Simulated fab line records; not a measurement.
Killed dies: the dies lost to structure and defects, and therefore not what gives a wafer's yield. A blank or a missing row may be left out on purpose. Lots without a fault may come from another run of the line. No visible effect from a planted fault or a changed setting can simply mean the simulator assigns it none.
What tool caused it? + flow n5 finfet + 11 lots, 33 wafers sampled, at 4 steps of a route of 1938

WHAT THE GAUGES READ, wafer by wafer
N5_BEOL_M15_RS_MEAS_54: measures by four-point-probe.
| lot  | measured     | on            | M15_RS (ohm/sq)      |
|------|--------------|---------------|----------------------|
| L395 | day 11 13:33 | film metro-01 | 0.0218 0.0214 0.0215 |
| L398 | day 12 12:50 | film metro-01 | 0.0219 0.0218 0.0215 |
| L397 | day 12 13:31 | film metro-02 | 0.0215 0.0219 0.0213 |
| L401 | day 13 21:57 | film metro-02 | 0.0213 0.0214 0.0213 |
| L406 | day 15 16:09 | film metro-02 | 0.0218 0.0206 0.0217 |
| L409 | day 15 23:09 | film metro-02 | 0.0211 0.0205 0.0220 |
| L407 | day 15 16:46 | film metro-02 | 0.0218 0.0219 0.0218 |
| L411 | day 16 03:02 | film metro-01 | 0.0207 0.0224 0.0221 |
| L414 | day 17 06:29 | film metro-02 | 0.0213 0.0219 0.0217 |
| L415 | day 18 09:18 | film metro-02 | 0.0220 0.0212 0.0216 |
| L417 | day 18 06:11 | film metro-01 | 0.0221 0.0217 0.0207 |

N5_PASSIVATION_CD_MEAS_10: target cd 3000 nm.
| lot  | measured     | on        | cd nm (nm)           |
|------|--------------|-----------|----------------------|
| L395 | day 11 23:23 | cd sem-03 | 2998.0 3000.7 3001.8 |
| L398 | day 12 19:25 | cd sem-01 | 3005.1 3000.2 3003.9 |
| L397 | day 12 19:35 | cd sem-01 | 3003.2 3000.4 2998.9 |
| L401 | day 14 07:03 | cd sem-03 | 3000.6 3000.3 3001.3 |
| L406 | day 15 22:05 | cd sem-02 | 2998.8 2995.0 2999.9 |
| L409 | day 16 06:31 | cd sem-02 | 3003.2 2998.6 2998.5 |
| L407 | day 16 01:57 | cd sem-03 | 3001.0 3001.0 3002.9 |
| L411 | day 16 10:12 | cd sem-02 | 3000.5 2998.5 2997.4 |
| L414 | day 17 13:59 | cd sem-02 | 3001.3 2999.7 3004.0 |
| L415 | day 18 14:41 | cd sem-01 | 2997.4 2996.5 2998.4 |
| L417 | day 18 13:41 | cd sem-01 | 3001.4 2998.8 2999.5 |

EACH LOT AND THE TOOL THAT RAN IT (in order: tool; ch and the chambers of the sampled wafers; start)
| lot  | N5_BEOL_M3_ETCHBACK_99             | N5_MIM_BOT_SPUTTER_00        |
|------|------------------------------------|------------------------------|
| L395 | rie diel-04 ch 1,2,3, day 7 02:10  | pvd sputter-03, day 11 17:27 |
| L398 | rie diel-03 ch 2, day 7 14:26      | pvd sputter-02, day 12 14:49 |
| L397 | rie diel-03 ch 0,2, day 7 20:26    | pvd sputter-02, day 12 15:49 |
| L401 | rie diel-04 ch 0,1, day 9 13:07    | pvd sputter-01, day 13 23:27 |
| L406 | rie diel-04 ch 0,1,3, day 10 10:02 | pvd sputter-02, day 15 18:00 |
| L409 | rie diel-03 ch 0,1,3, day 11 03:35 | pvd sputter-02, day 16 02:11 |
| L407 | rie diel-04 ch 0,1, day 11 03:43   | pvd sputter-01, day 15 18:35 |
| L411 | rie diel-05 ch 2,3, day 11 10:31   | pvd sputter-02, day 16 05:05 |
| L414 | rie diel-05 ch 0,2,3, day 12 15:59 | pvd sputter-02, day 17 07:43 |
| L415 | rie diel-05 ch 0,1,3, day 12 22:20 | pvd sputter-02, day 18 10:52 |
| L417 | rie diel-03 ch 1,3, day 13 06:22   | pvd sputter-03, day 18 07:44 |
- N5_BEOL_M3_ETCHBACK_99: etches SiO2 in CHF3, target depth 5 nm, time 10.4 s.
- N5_MIM_BOT_SPUTTER_00: material TiN, target thk 35 nm, time 89.7 s.

AS READ BY THE TOOLS THEMSELVES (means over the sampled wafers that have a number; for cases with no such wafer, the mark the record gives instead)
N5_BEOL_M3_ETCHBACK_99.
| lot  | tool        | CHF3_flow_sccm (sccm) | drypump motor current A (A) | oes product au (a.u.) | rf vpp V (V) | showerhead plenum p Torr (Torr) | throttle valve pct (%) |
|------|-------------|-----------------------|-----------------------------|-----------------------|--------------|---------------------------------|------------------------|
| L395 | rie diel-04 | 12.03                 | 5.0                         | 0.75                  | 242          | 2.18                            | 17.24                  |
| L398 | rie diel-03 | 12.07                 | 6.1                         | 0.70                  | 247          | 2.21                            | 17.14                  |
| L397 | rie diel-03 | 12.00                 | 5.7                         | 0.72                  | 245          | 2.16                            | 17.20                  |
| L401 | rie diel-04 | 12.03                 | 5.2                         | 0.73                  | 245          | 2.17                            | 17.05                  |
| L406 | rie diel-04 | 12.03                 | 5.1                         | 0.73                  | 246          | 2.20                            | 17.17                  |
| L409 | rie diel-03 | 11.97                 | 5.7                         | 0.79                  | 239          | 2.11                            | 17.32                  |
| L407 | rie diel-04 | 11.98                 | 5.0                         | 0.73                  | 245          | 2.21                            | 17.30                  |
| L411 | rie diel-05 | 12.01                 | 5.7                         | 0.86                  | 242          | 2.15                            | 16.87                  |
| L414 | rie diel-05 | 12.00                 | 5.6                         | 0.85                  | 242          | 2.20                            | 16.95                  |
| L415 | rie diel-05 | 11.99                 | 5.8                         | 0.82                  | 240          | 2.20                            | 17.00                  |
| L417 | rie diel-03 | 12.01                 | 6.2                         | 0.82                  | 237          | 2.12                            | 17.33                  |

N5_MIM_BOT_SPUTTER_00.
| lot  | tool           | throttle valve pct (%) |
|------|----------------|------------------------|
| L395 | pvd sputter-03 | 29.5                   |
| L398 | pvd sputter-02 | 29.4                   |
| L397 | pvd sputter-02 | 30.2                   |
| L401 | pvd sputter-01 | 29.0                   |
| L406 | pvd sputter-02 | 30.3                   |
| L409 | pvd sputter-02 | 30.3                   |
| L407 | pvd sputter-01 | 30.1                   |
| L411 | pvd sputter-02 | 30.1                   |
| L414 | pvd sputter-02 | 29.5                   |
| L415 | pvd sputter-02 | 29.5                   |
| L417 | pvd sputter-03 | 29.8                   |

THE ANSWER, worked out from the rows above alone
Rule: what is usual is taken from the lots themselves. The widest of any qualifying gaps counts: lots, ordered by their means at a reading, are off when they make up no more than a third of the lots, leave a main group of 4 or more, and stand apart from it by 3 or more times the standard deviation of that group's means. A main group is skipped when, at the precision printed for the reading in the tables above, its means are all equal. Also off: a lot with no number at a reading for which 4 or more lots have one. Where the step has rows for the other lots, those lots are counted as sound. The gauges are gone through in route order, then the tools' own readings, and for those a lot's mean is taken as printed above. The first step at which some lot is off is used, and at that step the reading that is off furthest; a lot without a number counts as furthest.
None of the lots is off at any reading shown; this tells nothing.

WHAT THE SIMULATOR PUT IN
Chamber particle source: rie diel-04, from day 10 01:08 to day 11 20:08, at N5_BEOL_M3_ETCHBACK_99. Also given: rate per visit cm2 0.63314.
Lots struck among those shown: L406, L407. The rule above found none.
